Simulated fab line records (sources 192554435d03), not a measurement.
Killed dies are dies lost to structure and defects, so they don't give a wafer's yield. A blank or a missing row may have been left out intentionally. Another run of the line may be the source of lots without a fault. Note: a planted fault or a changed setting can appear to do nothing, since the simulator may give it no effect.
Comparing a struck lot with a sound one | flow n5Finfet | 15 steps out of a route of 1938
Sound: these wafers, L910.2, L910.4, L910.6. Struck: wafer L918.2 (left out: L918.4, L918.6 of the same lot, which were not struck); the cause appears at the end.
Order at every step that has rows: each side's tool, ch and its chambers, its first start. Under that, the readings that differ: sound wafers | struck wafers | difference of the means | sigmas: that difference in standard deviations of wafers without a fault.
alike: words and numbers the same on both sides, and readings whose means are apart by under 2 such deviations; not compared: readings that were withheld, readings missing a value for some wafer, numbers with overlapping values and no deviation given by the record, and bounds like >300 which may hide the same value.
The two part at a step that has a row with sigmas, a row that says differs or no value, or rows on one side only. When numbers do not overlap yet have no deviation, they are printed without sigmas and do not part them. A reading missing from all wafers of one side parts the sides only when that side holds two or more wafers.

N5_BEOL_M4_INSPECT_30: inspects for defects (brightfield).
  sound: defectInspect-02 at day 7 16:52; struck: defectInspect-02 at day 10 04:47
  alike: rawDefectCount
N5_BEOL_M4_DESCUM_33: chemistry O2, time 7 s.
  sound on rieDiel-02 ch 2,3, day 7 16:54; struck on rieDiel-02 ch 0, day 10 05:32
  alike: drypumpMotorCurrentA, oesProductAu, rfFwdPowerW, rfVppV, showerheadPlenumPTorr, throttleValvePct
  not compared: rfHoursCounterH
N5_BEOL_M4_ETCH_77: etches underlayer in N2/H2, target depth 6.5 nm, time 5.2 s.
  sound on rieDiel-02 ch 2,3, day 7 16:56; struck on rieDiel-02 ch 0, day 10 05:34
  alike: biasW, drypumpMotorCurrentA, etchRfOnTimeS, h2FlowSccm, oesProductAu, rfFwdPowerW, rfVppV, showerheadPlenumPTorr, throttleValvePct
  not compared: rfHoursCounterH
then, 1 step without rows for these wafers: N5_BEOL_M4_ETCH_69 (etches SiARC in CF4, target depth 15.6 nm, time 26 s).
N5_BEOL_M4_ALD_98: deposits SiO2, target thk 2.5 nm, pulse time 1 s, co reactant pulse time 1 s.
  sound on aldSin-02 ch 0,3, day 7 17:29; struck on aldSin-03 ch 0, day 10 05:55
  alike: heaterPowerW, precursorPulseHeightRel, susceptorTempC
then, 4 steps without rows for these wafers: N5_BEOL_M4_ETCHBACK_99 (etches SiO2 in CHF3, target depth 5 nm, time 10.4 s); N5_BEOL_M4_ETCH_70 (etches SOC in N2/H2, target depth 80 nm, overetch 24 nm, time 130 s); N5_BEOL_M4_STRIP_71 (strips in N2/H2); N5_BEOL_M4_STRIP_78 (strips in N2/H2).
N5_BEOL_M4_VIA_ETCH_34: etches the open film in C4F6/O2, target depth 69.4 nm, time 65.9 s.
  sound on rieDiel-05 ch 0,3, day 8 05:46; struck on rieDiel-05 ch 2, day 10 06:21
reading   | sound             | struck | difference | sigmas
biasW (W) | 169.3 169.6 168.5 | 170.8  | +1.7       | +3
  alike: drypumpMotorCurrentA, oes_f_703_au, oesProductAu, rfFwdPowerW, rfVppV, showerheadPlenumPTorr, throttleValvePct
  not compared: rfHoursCounterH
then, 2 steps without rows for these wafers: N5_BEOL_M4_STRIP_83 (strips in C4F6/O2); N5_BEOL_M4_STRIP_36 (strips in N2/H2).
N5_BEOL_M4_TRENCH_ETCH_37: etches SiOC in C4F6/O2, target depth 55.555 nm, time 29.2 s.
  sound on rieDiel-05 ch 0,3, day 8 05:52; struck on rieDiel-05 ch 2, day 10 06:27
reading         | sound             | struck | difference | sigmas
biasW (W)       | 184.3 185.0 185.1 | 193.8  | +9.0       | +17
rfFwdPowerW (W) | 349.3 353.9 352.8 | 348.7  | -3.3       | -2
rfVppV (V)      | 666 653 653       | 698    | +41        | +3
  alike: drypumpMotorCurrentA, oes_f_703_au, oesProductAu, showerheadPlenumPTorr, throttleValvePct
  not compared: rfHoursCounterH
N5_BEOL_M4_ETCH_41: etches SiCN in CH3F/O2, target depth 29.9 nm, time 52.5 s.
  sound: rieDiel-05 ch 0,3; struck: rieDiel-05 ch 2
  alike: CH3F_flow_sccm, biasW, drypumpMotorCurrentA, oesProductAu, rfFwdPowerW, rfVppV, showerheadPlenumPTorr, throttleValvePct
  not compared: rfHoursCounterH
N5_BEOL_M4_RC_MEAS_101:
  sound on prober-02 ch 0, day 8 10:31; struck on prober-02 ch 0, day 10 10:25
  alike: DIBL_N, DIBL_P, IOFF_N, IOFF_P, ION_N, ION_P, SS_N, SS_P, VT_N, VT_P

## WHERE THEY PART
First at N5_BEOL_M4_VIA_ETCH_34; last, within this record, at N5_BEOL_M4_TRENCH_ETCH_37. Later steps at which nothing parts them and some readings are alike: N5_BEOL_M4_ETCH_41, N5_BEOL_M4_RC_MEAS_101.

WHY: whatever the simulator had introduced
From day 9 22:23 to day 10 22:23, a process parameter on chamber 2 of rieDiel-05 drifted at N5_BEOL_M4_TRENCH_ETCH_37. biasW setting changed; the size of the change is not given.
